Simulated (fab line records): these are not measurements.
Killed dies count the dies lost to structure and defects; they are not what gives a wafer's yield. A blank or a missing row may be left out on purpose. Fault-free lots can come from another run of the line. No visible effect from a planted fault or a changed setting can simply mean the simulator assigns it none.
8D (eight disciplines) problem report, filled in by code	flow nand-harc	the parts of the form that need people (team, actions taken, sign-off) are left out

== 1. PROBLEM STATEMENT ==
At NHARC_P_GATE_PEB_57, plate-temp-C averages 119.83 C over 9 wafers from 3 lots, while fault-free wafers read 117.95 C, standard deviation 0.13. That is +14 standard deviations from the usual mean.
The step: peb time 85 s.
Seen first at day 7 03:35 on litho-track-03, wafer L902.1. The record has a number at this step for 21 wafers belonging to 7 lots. The rule behind "out" and "out of limits": a value lying over 4 standard deviations away from the usual mean. The rest of the wafers with a number are treated as sound.

== 2. WHAT IT IS, WHAT IT ISN'T ==
question	is	is not
which readings at this step	plate-temp-C, heater-power-total-W	exhaust-pa
which lots	L902, L904, L906	L896, L909, L916, L917
which wafers of those lots	all that have a number	-
read on which tools	litho-track-03	litho-track-02
when	from day 7 03:35	up to then (3 sound wafers); but 9 sound wafers of L909, L916, L917 came after

== 3. WHAT RULES OUT EACH SUSPECT ==
Counting: a tool at a process step up to the reading stays a suspect if it ran every lot that is out and no sound lot after the first of them.
- litho-track-03 at NHARC_P_GATE_PEB_57 (peb time 85 s): ruled out as a lasting fault. Sound lots L916, L917 ran on it after its first lot that is out, L902 (day 7 03:35).
Left after counting: nothing in the record.

== 4. THE CAUSE (what the simulator had put in) ==
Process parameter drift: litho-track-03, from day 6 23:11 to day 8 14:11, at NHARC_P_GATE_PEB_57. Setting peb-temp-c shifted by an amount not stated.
Counting ruled it out, wrongly.

== 5. SEQUENCE OF EFFECTS, ordered by route ==
Each row: a reading where the mean over the struck wafers with a number is more than 3 standard deviations away from the usual. Only readings whose record carries a usual standard deviation are examined. hours: median over the lots of the time between each lot's start at the first step of this table that gives one and its start at this step. sigmas: the change, counted in usual standard deviations.
hours	step	reading	usual	on struck wafers	change	sigmas
0	NHARC_P_GATE_PEB_57	heater-power-total-W	163.91 W	167.16	+3.25	+13
0	NHARC_P_GATE_PEB_57	plate-temp-C	117.95 C	119.83	+1.88	+14
It contains these process steps:
- NHARC_P_GATE_PEB_57: peb time 85 s.
At these later measuring or inspecting steps, every struck wafer for which the step has a row has a number for every such reading, and none has moved that far: NHARC_END_SORT_01.

== 6. HOW IT WOULD HAVE BEEN CAUGHT EARLIER ==
4 hours passed between the start of the fault at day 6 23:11 and the first reading out of limits in this record, taken at day 7 03:35.
